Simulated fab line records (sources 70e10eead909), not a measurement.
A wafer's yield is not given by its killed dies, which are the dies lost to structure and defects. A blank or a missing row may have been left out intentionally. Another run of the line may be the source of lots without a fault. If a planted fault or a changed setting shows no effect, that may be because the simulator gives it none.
Which tool is to blame? | flow nand_harc | 22 lots, 66 wafers sampled, at 6 steps of a route of 1159

== WHAT THE GAUGES SHOWED, per wafer ==
The record lacks any reading of a measuring or inspecting step that a usual standard deviation could be used to judge.

== EACH LOT AND THE TOOL THAT RAN IT (in order: tool; ch and the chambers of the sampled wafers; start) ==
lot  | NHARC_A_SLIT_ETCH_24               | NHARC_A_WL_FILL_CVD_20                   | NHARC_A_CONTACT_DESCUM_47          | NHARC_A_CONTACT_ETCH_49                       | NHARC_A_CONTACT_ETCH_50                       | NHARC_A_CONTACT_ETCH_121
L074 | rie_diel-02 ch 0,1,2, day 14 06:36 | cvd_w-02 ch 0,1, day 16 08:53 or earlier | rie_diel-12 ch 2,3, day 16 08:53   | rie_diel-12 ch 2,3, day 16 11:13 or earlier   | rie_diel-12 ch 0,2, day 16 11:13 or earlier   | har_cap_etch-01 ch 0,1, day 16 11:13
L075 | rie_diel-06 ch 1,2, day 15 08:43   | cvd_w-02 ch 0, day 17 18:47 or earlier   | rie_diel-12 ch 0,3, day 17 18:47   | rie_diel-12 ch 0,2,3, day 17 21:10 or earlier | rie_diel-12 ch 1,2,3, day 17 21:10 or earlier | har_cap_etch-03 ch 0,1, day 17 21:10
L076 | rie_diel-07 ch 0,1,2, day 15 09:25 | cvd_w-01 ch 0,1, day 17 12:01 or earlier | rie_diel-09 ch 1,3, day 17 12:01   | rie_diel-09 ch 0,1,3, day 17 14:19 or earlier | rie_diel-09 ch 0,1, day 17 14:19 or earlier   | har_cap_etch-02 ch 0,1, day 17 14:19
L078 | rie_diel-02 ch 0,2,3, day 15 09:44 | cvd_w-01 ch 0,1, day 17 16:18 or earlier | rie_diel-12 ch 2,3, day 17 16:18   | rie_diel-12 ch 0,1,3, day 17 18:35 or earlier | rie_diel-12 ch 1,2, day 17 18:35 or earlier   | har_cap_etch-01 ch 0,1, day 17 18:35
L077 | rie_diel-07 ch 1,2, day 15 10:46   | cvd_w-01 ch 0,1, day 17 23:01 or earlier | rie_diel-09 ch 0,3, day 17 23:01   | rie_diel-09 ch 0,1,2, day 18 01:24 or earlier | rie_diel-09 ch 0,1,3, day 18 01:24 or earlier | har_cap_etch-01 ch 0,1, day 18 01:24
L081 | rie_diel-02 ch 0,3, day 15 16:40   | cvd_w-02 ch 0,1, day 18 00:21 or earlier | rie_diel-12 ch 2,3, day 18 00:21   | rie_diel-12 ch 0,3, day 18 02:37 or earlier   | rie_diel-12 ch 0,2, day 18 02:37 or earlier   | har_cap_etch-03 ch 0,1, day 18 02:37
L080 | rie_diel-06 ch 1,3, day 16 01:15   | cvd_w-02 ch 0,1, day 18 06:23 or earlier | rie_diel-09 ch 2,3, day 18 06:23   | rie_diel-09 ch 1,2, day 18 08:39 or earlier   | rie_diel-09 ch 0,1,3, day 18 08:39 or earlier | har_cap_etch-02 ch 0,1, day 18 08:39
L082 | rie_diel-02 ch 0,2,3, day 16 06:10 | cvd_w-01 ch 0, day 18 12:14 or earlier   | rie_diel-13 ch 2,3, day 18 12:14   | rie_diel-13 ch 0,3, day 18 14:36 or earlier   | rie_diel-13 ch 1,2, day 18 14:36 or earlier   | har_cap_etch-01 ch 0,1, day 18 14:36
L079 | rie_diel-07 ch 0,1, day 16 06:54   | cvd_w-02 ch 0,1, day 18 17:46 or earlier | rie_diel-12 ch 0,2,3, day 18 17:46 | rie_diel-12 ch 0,1,2, day 18 20:04 or earlier | rie_diel-12 ch 0,1,2, day 18 20:04 or earlier | har_cap_etch-02 ch 0,1, day 18 20:04
L083 | rie_diel-06 ch 0,2,3, day 16 13:16 | cvd_w-02 ch 0,1, day 19 01:49 or earlier | rie_diel-12 ch 0,1,3, day 19 01:49 | rie_diel-12 ch 2,3, day 19 04:42 or earlier   | rie_diel-12 ch 2,3, day 19 04:42 or earlier   | har_cap_etch-03 ch 0, day 19 04:42
L084 | rie_diel-02 ch 1,3, day 17 02:26   | cvd_w-01 ch 0,1, day 19 00:01 or earlier | rie_diel-12 ch 1,2,3, day 19 00:01 | rie_diel-12 ch 0,1,2, day 19 02:26 or earlier | rie_diel-12 ch 0,1,2, day 19 02:26 or earlier | har_cap_etch-01 ch 0,1, day 19 02:26
L086 | rie_diel-06 ch 0,1, day 17 02:35   | cvd_w-01 ch 0,1, day 19 06:19 or earlier | rie_diel-13 ch 0,2,3, day 19 06:19 | rie_diel-13 ch 0,2,3, day 19 08:48 or earlier | rie_diel-13 ch 1,2, day 19 08:48 or earlier   | har_cap_etch-03 ch 0,1, day 19 08:48
L087 | rie_diel-02 ch 1,2,3, day 17 11:25 | cvd_w-01 ch 0,1, day 19 11:36 or earlier | rie_diel-13 ch 0,1,2, day 19 11:36 | rie_diel-13 ch 0,2,3, day 19 13:55 or earlier | rie_diel-13 ch 1,2, day 19 13:55 or earlier   | har_cap_etch-03 ch 0,1, day 19 13:55
L085 | rie_diel-02 ch 1,2,3, day 17 17:15 | cvd_w-02 ch 1, day 19 11:07 or earlier   | rie_diel-09 ch 2,3, day 19 11:07   | rie_diel-09 ch 1,2,3, day 19 13:32 or earlier | rie_diel-09 ch 1,2, day 19 13:32 or earlier   | har_cap_etch-02 ch 0,1, day 19 13:32
L089 | rie_diel-06 ch 0,1,3, day 18 00:44 | cvd_w-02 ch 0,1, day 20 00:08 or earlier | rie_diel-12 ch 0,1, day 20 00:08   | rie_diel-12 ch 1,2, day 20 02:25 or earlier   | rie_diel-12 ch 2,3, day 20 02:25 or earlier   | har_cap_etch-02 ch 0,1, day 20 02:25
L088 | rie_diel-02 ch 0,2, day 18 14:05   | cvd_w-02 ch 0,1, day 20 17:08 or earlier | rie_diel-12 ch 0,1,2, day 20 17:08 | rie_diel-12 ch 0,3, day 20 19:32 or earlier   | rie_diel-12 ch 1,2,3, day 20 19:32 or earlier | har_cap_etch-03 ch 0,1, day 20 19:32
L090 | rie_diel-07 ch 0,2,3, day 18 15:46 | cvd_w-01 ch 0,1, day 20 20:41 or earlier | rie_diel-09 ch 0,2,3, day 20 20:41 | rie_diel-09 ch 0,1,2, day 20 22:58 or earlier | rie_diel-09 ch 0,1,3, day 20 22:58 or earlier | har_cap_etch-02 ch 0,1, day 20 22:58
L092 | rie_diel-02 ch 1,2,3, day 18 16:52 | cvd_w-02 ch 0,1, day 20 22:26 or earlier | rie_diel-12 ch 0,1,3, day 20 22:26 | rie_diel-12 ch 0,1,2, day 21 00:46 or earlier | rie_diel-12 ch 0,1,2, day 21 00:46 or earlier | har_cap_etch-01 ch 0,1, day 21 00:46
L094 | rie_diel-07 ch 0,1, day 18 21:47   | cvd_w-01 ch 0,1, day 21 04:44 or earlier | rie_diel-13 ch 2,3, day 21 04:44   | rie_diel-13 ch 0,2,3, day 21 07:22 or earlier | rie_diel-13 ch 0,2,3, day 21 07:22 or earlier | har_cap_etch-02 ch 0,1, day 21 07:22
L095 | rie_diel-06 ch 0,1, day 19 07:32   | cvd_w-02 ch 0,1, day 21 15:13 or earlier | rie_diel-12 ch 0,1,2, day 21 15:13 | rie_diel-12 ch 0,2, day 21 17:29 or earlier   | rie_diel-12 ch 1,3, day 21 17:29 or earlier   | har_cap_etch-02 ch 0,1, day 21 17:29
L096 | rie_diel-02 ch 0,2,3, day 19 08:18 | cvd_w-02 ch 0,1, day 21 04:29 or earlier | rie_diel-12 ch 0,1,3, day 21 04:29 | rie_diel-12 ch 1,3, day 21 06:51 or earlier   | rie_diel-12 ch 1,2,3, day 21 06:51 or earlier | har_cap_etch-03 ch 0,1, day 21 06:51
L097 | rie_diel-02 ch 0,1,2, day 20 09:26 | cvd_w-01 ch 0, day 22 10:01 or earlier   | rie_diel-12 ch 1,2,3, day 22 10:01 | rie_diel-12 ch 0,2,3, day 22 12:17 or earlier | rie_diel-12 ch 1,2,3, day 22 12:17 or earlier | har_cap_etch-03 ch 0,1, day 22 12:17
- NHARC_A_SLIT_ETCH_24: etches the open film in CF4/CHF3, target depth 121 nm, time 60.5 s.
- NHARC_A_WL_FILL_CVD_20: deposits W, target thk 75 nm, time 5064 s.
- NHARC_A_CONTACT_DESCUM_47: chemistry O2, time 3 s.
- NHARC_A_CONTACT_ETCH_49: etches the open film in N2/H2, target depth 260 nm, time 475.3 s.
- NHARC_A_CONTACT_ETCH_50: etches the open film in CF4/CHF3, target depth 84.7 nm, time 42.4 s.
- NHARC_A_CONTACT_ETCH_121: etches the open film in C4F8/O2/Ar, time 94 s, target depth 922 nm.

== WHAT THE TOOLS THEMSELVES READ (means of the sampled wafers that have a number; where no wafer has one, the mark that the record gives instead) ==
NHARC_A_SLIT_ETCH_24. Usual: drypump_motor_current_A 5.90 A, standard deviation 0.23; oes_product_au 0.961 a.u., standard deviation 0.019; rf_vpp_V 371.0 V, standard deviation 1.9; showerhead_plenum_p_Torr 1.59 Torr, standard deviation 0.05; throttle_valve_pct 16.803 %, standard deviation 0.0083.
lot  | tool        | drypump_motor_current_A (A) | oes_product_au (a.u.) | rf_vpp_V (V) | showerhead_plenum_p_Torr (Torr) | throttle_valve_pct (%) | flag
L074 | rie_diel-02 | 5.95                        | 0.937                 | 371.9        | 1.61                            | 16.802                 |
L075 | rie_diel-06 | 5.86                        | 0.965                 | 371.0        | 1.58                            | 16.801                 |
L076 | rie_diel-07 | 5.85                        | 0.968                 | 373.4        | 1.62                            | 16.805                 |
L078 | rie_diel-02 | 5.89                        | 0.971                 | 371.3        | 1.59                            | 16.797                 |
L077 | rie_diel-07 | 5.52                        | 0.975                 | 372.6        | 1.65                            | 16.805                 |
L081 | rie_diel-02 | 5.86                        | 0.964                 | 369.6        | 1.55                            | 16.802                 |
L080 | rie_diel-06 | 5.89                        | 0.983                 | 369.5        | 1.55                            | 16.805                 |
L082 | rie_diel-02 | 5.90                        | 0.956                 | 371.3        | 1.59                            | 16.808                 |
L079 | rie_diel-07 | 5.74                        | 0.962                 | 372.3        | 1.62                            | 16.805                 |
L083 | rie_diel-06 | 5.97                        | 0.921                 | 369.6        | 1.55                            | 16.802                 |
L084 | rie_diel-02 | 5.96                        | 0.934                 | 368.7        | 1.52                            | 16.803                 |
L086 | rie_diel-06 | 6.09                        | 0.916                 | 369.6        | 1.56                            | 16.801                 |
L087 | rie_diel-02 | 5.99                        | 0.974                 | 370.0        | 1.57                            | 16.806                 |
L085 | rie_diel-02 | 5.99                        | 0.965                 | 370.2        | 1.57                            | 16.806                 |
L089 | rie_diel-06 | 5.97                        | 0.973                 | 369.6        | 1.55                            | 16.801                 |
L088 | rie_diel-02 | 5.95                        | 0.967                 | 373.7        | 1.64                            | 16.808                 |
L090 | rie_diel-07 | 5.89                        | 0.972                 | 372.0        | 1.60                            | 16.808                 |
L092 | rie_diel-02 | 5.98                        | 0.972                 | 370.4        | 1.57                            | 16.803                 |
L094 | rie_diel-07 | 5.73                        | 0.980                 | 371.6        | 1.62                            | 16.803                 |
L095 | rie_diel-06 | 6.09                        | 0.955                 | 370.4        | 1.56                            | 16.808                 |
L096 | rie_diel-02 | 5.88                        | 0.971                 | 371.6        | 1.59                            | 16.801                 |
L097 | rie_diel-02 | 5.95                        | 0.948                 | 372.1        | 1.60                            | 16.804                 |

NHARC_A_WL_FILL_CVD_20. Usual: heater_power_w 479 W, standard deviation 24; throttle_valve_pct 7.71 %, standard deviation 0.21.
lot  | tool     | heater_power_w (W) | throttle_valve_pct (%) | flag
L074 | cvd_w-02 | 467                | 7.98                   |
L075 | cvd_w-02 | 447                | 7.59                   |
L076 | cvd_w-01 | 510                | 7.63                   |
L078 | cvd_w-01 | 500                | 8.05                   |
L077 | cvd_w-01 | 507                | 7.70                   |
L081 | cvd_w-02 | 466                | 7.74                   |
L080 | cvd_w-02 | 457                | 7.71                   |
L082 | cvd_w-01 | 508                | 7.53                   |
L079 | cvd_w-02 | 460                | 7.77                   |
L083 | cvd_w-02 | 461                | 7.70                   |
L084 | cvd_w-01 | 504                | 7.82                   |
L086 | cvd_w-01 | 507                | 7.73                   |
L087 | cvd_w-01 | 501                | 7.77                   |
L085 | cvd_w-02 | 465                | 7.70                   |
L089 | cvd_w-02 | 456                | 7.72                   |
L088 | cvd_w-02 | 460                | 7.74                   |
L090 | cvd_w-01 | 510                | 7.82                   |
L092 | cvd_w-02 | 462                | 7.69                   |
L094 | cvd_w-01 | 497                | 7.85                   |
L095 | cvd_w-02 | 461                | 7.73                   |
L096 | cvd_w-02 | 465                | 7.60                   |
L097 | cvd_w-01 | 500                | 7.47                   |

NHARC_A_CONTACT_DESCUM_47. Usual: drypump_motor_current_A 5.8 A, standard deviation 0.48; o2_flow_sccm 200.0 sccm, standard deviation 0.67; oes_product_au 1.000 a.u., standard deviation 0.0093; rf_vpp_V 58.0 V, standard deviation 0.94; showerhead_plenum_p_Torr 1.95 Torr, standard deviation 0.074; throttle_valve_pct 11.310 %, standard deviation 0.0084.
lot  | tool        | drypump_motor_current_A (A) | o2_flow_sccm (sccm) | oes_product_au (a.u.) | rf_vpp_V (V) | showerhead_plenum_p_Torr (Torr) | throttle_valve_pct (%) | flag
L074 | rie_diel-12 | 5.9                         | 199.4               | 0.997                 | 58.4         | 2.03                            | 11.305                 |
L075 | rie_diel-12 | 5.3                         | 200.0               | 1.006                 | 57.3         | 1.93                            | 11.310                 |
L076 | rie_diel-09 | 5.8                         | 199.3               | 1.002                 | 58.3         | 1.93                            | 11.313                 |
L078 | rie_diel-12 | 5.6                         | 200.1               | 0.994                 | 58.7         | 2.01                            | 11.312                 |
L077 | rie_diel-09 | 5.6                         | 200.5               | 0.981                 | 56.9         | 1.84                            | 11.316                 |
L081 | rie_diel-12 | 5.9                         | 200.2               | 1.007                 | 57.9         | 2.03                            | 11.316                 |
L080 | rie_diel-09 | 5.4                         | 199.8               | 1.008                 | 58.2         | 1.96                            | 11.312                 |
L082 | rie_diel-13 | 6.0                         | 200.0               | 1.004                 | 56.9         | 1.83                            | 11.312                 |
L079 | rie_diel-12 | 5.7                         | 200.5               | 1.001                 | 59.0         | 1.98                            | 11.310                 |
L083 | rie_diel-12 | 5.6                         | 199.2               | 1.010                 | 57.5         | 1.96                            | 11.317                 |
L084 | rie_diel-12 | 5.9                         | 200.8               | 1.000                 | 57.9         | 2.01                            | 11.302                 |
L086 | rie_diel-13 | 5.9                         | 199.8               | 1.010                 | 58.0         | 1.88                            | 11.307                 |
L087 | rie_diel-13 | 6.0                         | 200.2               | 1.000                 | 57.9         | 1.93                            | 11.303                 |
L085 | rie_diel-09 | 5.3                         | 200.1               | 1.009                 | 58.7         | 1.96                            | 11.314                 |
L089 | rie_diel-12 | 5.9                         | 199.8               | 1.000                 | 57.7         | 1.95                            | 11.310                 |
L088 | rie_diel-12 | 6.0                         | 199.6               | 1.019                 | 57.3         | 1.97                            | 11.298                 |
L090 | rie_diel-09 | 5.4                         | 200.5               | 0.988                 | 57.1         | 1.99                            | 11.316                 |
L092 | rie_diel-12 | 5.6                         | 199.8               | 0.999                 | 59.3         | 1.95                            | 11.309                 |
L094 | rie_diel-13 | 5.7                         | 200.3               | 1.003                 | 57.9         | 1.86                            | 11.314                 |
L095 | rie_diel-12 | 5.9                         | 200.4               | 1.000                 | 58.3         | 1.96                            | 11.301                 |
L096 | rie_diel-12 | 5.6                         | 199.7               | 1.008                 | 58.3         | 1.95                            | 11.306                 |
L097 | rie_diel-12 | 5.9                         | 200.2               | 1.003                 | 58.6         | 2.00                            | 11.319                 |

NHARC_A_CONTACT_ETCH_49. Usual: drypump_motor_current_A 5.8 A, standard deviation 0.48; oes_product_au 1.002 a.u., standard deviation 0.0084; rf_vpp_V 431.4 V, standard deviation 2.3; showerhead_plenum_p_Torr 2.08 Torr, standard deviation 0.077; throttle_valve_pct 14.171 %, standard deviation 0.0084.
lot  | tool        | drypump_motor_current_A (A) | oes_product_au (a.u.) | rf_vpp_V (V) | showerhead_plenum_p_Torr (Torr) | throttle_valve_pct (%) | flag
L074 | rie_diel-12 | 5.6                         | 1.005                 | 433.5        | 2.15                            | 14.175                 |
L075 | rie_diel-12 | 5.6                         | 0.998                 | 432.4        | 2.11                            | 14.171                 |
L076 | rie_diel-09 | 5.9                         | 0.990                 | 428.8        | 1.99                            | 14.171                 |
L078 | rie_diel-12 | 5.6                         | 1.000                 | 433.1        | 2.09                            | 14.162                 |
L077 | rie_diel-09 | 6.0                         | 0.995                 | 428.9        | 2.00                            | 14.171                 |
L081 | rie_diel-12 | 5.3                         | 1.004                 | 431.4        | 2.10                            | 14.165                 |
L080 | rie_diel-09 | 6.3                         | 1.006                 | 431.0        | 2.04                            | 14.179                 |
L082 | rie_diel-13 | 5.6                         | 1.001                 | 429.4        | 2.03                            | 14.165                 |
L079 | rie_diel-12 | 5.9                         | 1.014                 | 432.2        | 2.10                            | 14.165                 |
L083 | rie_diel-12 | 6.0                         | 1.000                 | 432.8        | 2.17                            | 14.161                 |
L084 | rie_diel-12 | 6.0                         | 1.003                 | 431.4        | 2.10                            | 14.167                 |
L086 | rie_diel-13 | 5.9                         | 1.011                 | 429.1        | 2.00                            | 14.182                 |
L087 | rie_diel-13 | 5.9                         | 1.001                 | 429.4        | 2.00                            | 14.174                 |
L085 | rie_diel-09 | 5.8                         | 0.997                 | 431.5        | 2.06                            | 14.176                 |
L089 | rie_diel-12 | 6.2                         | 1.005                 | 432.9        | 2.13                            | 14.177                 |
L088 | rie_diel-12 | 5.3                         | 1.005                 | 431.5        | 2.09                            | 14.166                 |
L090 | rie_diel-09 | 6.0                         | 1.000                 | 431.9        | 2.10                            | 14.177                 |
L092 | rie_diel-12 | 5.9                         | 1.003                 | 432.3        | 2.10                            | 14.173                 |
L094 | rie_diel-13 | 5.9                         | 0.998                 | 429.1        | 2.00                            | 14.183                 |
L095 | rie_diel-12 | 5.7                         | 1.003                 | 431.2        | 2.06                            | 14.166                 |
L096 | rie_diel-12 | 5.9                         | 1.002                 | 432.5        | 2.12                            | 14.173                 |
L097 | rie_diel-12 | 5.6                         | 1.002                 | 433.1        | 2.10                            | 14.168                 |

NHARC_A_CONTACT_ETCH_50. Usual: drypump_motor_current_A 5.8 A, standard deviation 0.48; oes_product_au 0.952 a.u., standard deviation 0.021; rf_vpp_V 371.6 V, standard deviation 2; showerhead_plenum_p_Torr 1.60 Torr, standard deviation 0.057; throttle_valve_pct 16.802 %, standard deviation 0.0084.
lot  | tool        | drypump_motor_current_A (A) | oes_product_au (a.u.) | rf_vpp_V (V) | showerhead_plenum_p_Torr (Torr) | throttle_valve_pct (%) | flag
L074 | rie_diel-12 | 6.0                         | 0.959                 | 371.9        | 1.63                            | 16.805                 |
L075 | rie_diel-12 | 5.9                         | 0.975                 | 372.5        | 1.64                            | 16.807                 |
L076 | rie_diel-09 | 6.1                         | 0.914                 | 368.4        | 1.50                            | 16.797                 |
L078 | rie_diel-12 | 6.3                         | 0.981                 | 373.4        | 1.65                            | 16.806                 |
L077 | rie_diel-09 | 5.9                         | 0.916                 | 370.2        | 1.54                            | 16.812                 |
L081 | rie_diel-12 | 5.7                         | 0.979                 | 370.9        | 1.59                            | 16.801                 |
L080 | rie_diel-09 | 5.9                         | 0.914                 | 369.6        | 1.54                            | 16.801                 |
L082 | rie_diel-13 | 6.1                         | 0.922                 | 370.1        | 1.56                            | 16.800                 |
L079 | rie_diel-12 | 5.9                         | 0.974                 | 371.9        | 1.61                            | 16.801                 |
L083 | rie_diel-12 | 5.6                         | 0.952                 | 373.2        | 1.65                            | 16.798                 |
L084 | rie_diel-12 | 5.9                         | 0.959                 | 372.2        | 1.61                            | 16.803                 |
L086 | rie_diel-13 | 5.9                         | 0.932                 | 371.7        | 1.61                            | 16.796                 |
L087 | rie_diel-13 | 6.1                         | 0.929                 | 370.3        | 1.55                            | 16.802                 |
L085 | rie_diel-09 | 6.3                         | 0.945                 | 369.7        | 1.57                            | 16.805                 |
L089 | rie_diel-12 | 5.9                         | 0.986                 | 373.8        | 1.66                            | 16.803                 |
L088 | rie_diel-12 | 5.9                         | 0.950                 | 373.4        | 1.64                            | 16.800                 |
L090 | rie_diel-09 | 5.9                         | 0.967                 | 370.6        | 1.61                            | 16.809                 |
L092 | rie_diel-12 | 5.9                         | 0.972                 | 371.4        | 1.61                            | 16.808                 |
L094 | rie_diel-13 | 5.9                         | 0.941                 | 369.8        | 1.54                            | 16.812                 |
L095 | rie_diel-12 | 5.6                         | 0.951                 | 373.2        | 1.63                            | 16.799                 |
L096 | rie_diel-12 | 5.9                         | 0.949                 | 373.7        | 1.64                            | 16.801                 |
L097 | rie_diel-12 | 5.9                         | 0.970                 | 372.4        | 1.64                            | 16.805                 |

NHARC_A_CONTACT_ETCH_121. Usual: oes_air_line_au at 0.999 a.u., with a standard deviation of 0.02.
lot  | tool            | oes_air_line_au (a.u.) | flag
L074 | har_cap_etch-01 | 1.001                  |
L075 | har_cap_etch-03 | 1.014                  |
L076 | har_cap_etch-02 | 1.008                  |
L078 | har_cap_etch-01 | 0.994                  |
L077 | har_cap_etch-01 | 0.986                  |
L081 | har_cap_etch-03 | 0.968                  |
L080 | har_cap_etch-02 | 1.005                  |
L082 | har_cap_etch-01 | 0.996                  |
L079 | har_cap_etch-02 | 1.011                  |
L083 | har_cap_etch-03 | 1.009                  |
L084 | har_cap_etch-01 | 1.006                  |
L086 | har_cap_etch-03 | 0.999                  |
L087 | har_cap_etch-03 | 0.999                  |
L085 | har_cap_etch-02 | 1.015                  |
L089 | har_cap_etch-02 | 0.993                  |
L088 | har_cap_etch-03 | 0.997                  |
L090 | har_cap_etch-02 | 0.999                  |
L092 | har_cap_etch-01 | 1.007                  |
L094 | har_cap_etch-02 | 1.009                  |
L095 | har_cap_etch-02 | 0.995                  |
L096 | har_cap_etch-03 | 0.997                  |
L097 | har_cap_etch-03 | 1.006                  |

== THE ANSWER, worked out from the rows above alone ==
Rule: a lot counts as off when the mean over its wafers that have a number is more than 3 standard deviations away from the usual mean. A lot without any number at a reading at which 4 lots or more have one is off too. Where the step has rows for the other lots, those lots are counted as sound. Order of review: gauges by route order, followed by the tools' own readings, for which a lot's mean as printed above is used. At the first step where some lot is off, the reading lying furthest off is the one used; lots without a number count as furthest.
No lot is off at any reading shown: from this, nothing can be told.

== WHAT HAD BEEN PUT IN BY THE SIMULATOR ==
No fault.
